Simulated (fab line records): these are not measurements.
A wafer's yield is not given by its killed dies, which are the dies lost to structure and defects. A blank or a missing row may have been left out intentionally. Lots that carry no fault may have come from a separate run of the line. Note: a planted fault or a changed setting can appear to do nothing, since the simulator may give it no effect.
What tool caused it? || flow n5_finfet || 11 lots, 33 wafers sampled, at 1 step of a route of 1938

WHAT THE GAUGES SHOWED, per wafer
N5_BEOL_M14_INSPECT_30: inspects for defects (macro).
{"lot": "L827", "measured": "day 11 05:59", "on": "defect_inspect-02", "raw_defect_count": "0 1 1"}
{"lot": "L831", "measured": "day 12 07:03", "on": "defect_inspect-02", "raw_defect_count": "2 1 4"}
{"lot": "L833", "measured": "day 12 11:03", "on": "defect_inspect-01", "raw_defect_count": "1 0 2"}
{"lot": "L832", "measured": "day 12 13:26", "on": "defect_inspect-02", "raw_defect_count": "0 5 1"}
{"lot": "L836", "measured": "day 13 20:17", "on": "defect_inspect-01", "raw_defect_count": "0 2 4"}
{"lot": "L842", "measured": "day 15 06:44", "on": "defect_inspect-02", "raw_defect_count": "2 3 5"}
{"lot": "L844", "measured": "day 15 18:58", "on": "defect_inspect-02", "raw_defect_count": "2 2 1"}
{"lot": "L845", "measured": "day 16 03:14", "on": "defect_inspect-01", "raw_defect_count": "0 2 3"}
{"lot": "L846", "measured": "day 16 09:59", "on": "defect_inspect-01", "raw_defect_count": "4 2 1"}
{"lot": "L850", "measured": "day 17 05:47", "on": "defect_inspect-01", "raw_defect_count": "1 4 2"}
{"lot": "L848", "measured": "day 17 06:09", "on": "defect_inspect-02", "raw_defect_count": "1 2 3"}

TOOL THAT RAN EACH LOT (tool first, then ch and the chambers of the sampled wafers, then the start)
There is no process step in the record ahead of these readings.

THE ANSWER, worked out from the rows above alone
Rule: the lots themselves supply what counts as usual. The widest of any qualifying gaps counts: lots, ordered by their means at a reading, are off when they make up no more than a third of the lots, leave a main group of 4 or more, and stand apart from it by 3 or more times the standard deviation of that group's means. A main group is skipped when, at the precision printed for the reading in the tables above, its means are all equal. A lot without any number at a reading at which 4 lots or more have one is off too. All remaining lots with rows at the step are treated as sound.
Across all readings shown, no lot is off: no conclusion can be drawn from this.

WHAT THE SIMULATOR HAD PUT IN
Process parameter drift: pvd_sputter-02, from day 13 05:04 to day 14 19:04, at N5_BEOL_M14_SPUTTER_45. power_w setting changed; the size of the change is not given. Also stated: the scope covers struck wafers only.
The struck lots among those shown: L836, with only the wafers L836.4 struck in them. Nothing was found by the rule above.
